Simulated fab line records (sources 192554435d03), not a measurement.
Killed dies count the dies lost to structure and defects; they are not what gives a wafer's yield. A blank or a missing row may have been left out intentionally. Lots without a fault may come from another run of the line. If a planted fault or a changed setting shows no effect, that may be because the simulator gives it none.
Matching of chambers :: flow n5-finfet :: N5_BEOL_M0_ETCH_109 on rie-diel-04: 4 sister chambers
The step etches SiCN in CH3F/O2, target depth 8 nm, overetch 2.4 nm, time 27.4 s. 8 wafers are shown with their chamber, then 7 later ones without.

== WAFERS, EACH WITH ITS CHAMBER ==
wafer: L082.5
chamber: 1
drypump-motor-current-A (A): 6.4
throttle-valve-pct (%): 16.52

wafer: L083.5
chamber: 1
drypump-motor-current-A (A): 6.4
throttle-valve-pct (%): 16.51

wafer: L083.6
chamber: 2
drypump-motor-current-A (A): 5.8
throttle-valve-pct (%): 16.16

wafer: L093.1
chamber: 3
drypump-motor-current-A (A): 5.8
throttle-valve-pct (%): 16.30

wafer: L093.4
chamber: 2
drypump-motor-current-A (A): 5.7
throttle-valve-pct (%): 16.19

wafer: L093.5
chamber: 0
drypump-motor-current-A (A): 5.8
throttle-valve-pct (%): 15.99

wafer: L095.2
chamber: 3
drypump-motor-current-A (A): 5.8
throttle-valve-pct (%): 16.31

wafer: L095.3
chamber: 0
drypump-motor-current-A (A): 5.7
throttle-valve-pct (%): 16.02

== WAFERS MISSING THEIR CHAMBER ==
wafer: L095.5
drypump-motor-current-A (A): 5.8
throttle-valve-pct (%): 16.33

wafer: L096.1
drypump-motor-current-A (A): 6.4
throttle-valve-pct (%): 16.52

wafer: L096.3
drypump-motor-current-A (A): 5.7
throttle-valve-pct (%): 16.03

wafer: L096.5
drypump-motor-current-A (A): 5.8
throttle-valve-pct (%): 16.32

wafer: L097.1
drypump-motor-current-A (A): 5.7
throttle-valve-pct (%): 16.02

wafer: L097.2
drypump-motor-current-A (A): 6.4
throttle-valve-pct (%): 16.53

wafer: L097.3
drypump-motor-current-A (A): 5.8
throttle-valve-pct (%): 16.31

== WHICH CHAMBER EACH WENT THROUGH ==
wafer: L095.5
from the rows above: 3
in truth: 3

wafer: L096.1
from the rows above: 1
in truth: 1

wafer: L096.3
from the rows above: 0
in truth: 0

wafer: L096.5
from the rows above: 3
in truth: 3

wafer: L097.1
from the rows above: 0
in truth: 0

wafer: L097.2
from the rows above: 1
in truth: 1

wafer: L097.3
from the rows above: 3
in truth: 3
Correctly placed: 7 of 7. Can't be placed from these rows: 0. Placed wrongly: 0.
How it was worked out, from the rows above alone: a wafer's distance from a chamber is the root of the sum, over the readings, of the square of ((its reading less the chamber's mean) divided by the reading's scatter). The wafer belongs to the nearest chamber; if the next one is less than 2 further off, it can't be placed. For every chamber, the mean is computed from those of its wafers that are shown. The scatter is the square root of a quotient: the sum, over the shown wafers, of each reading's squared deviation from its chamber's mean, divided by wafers minus chambers.
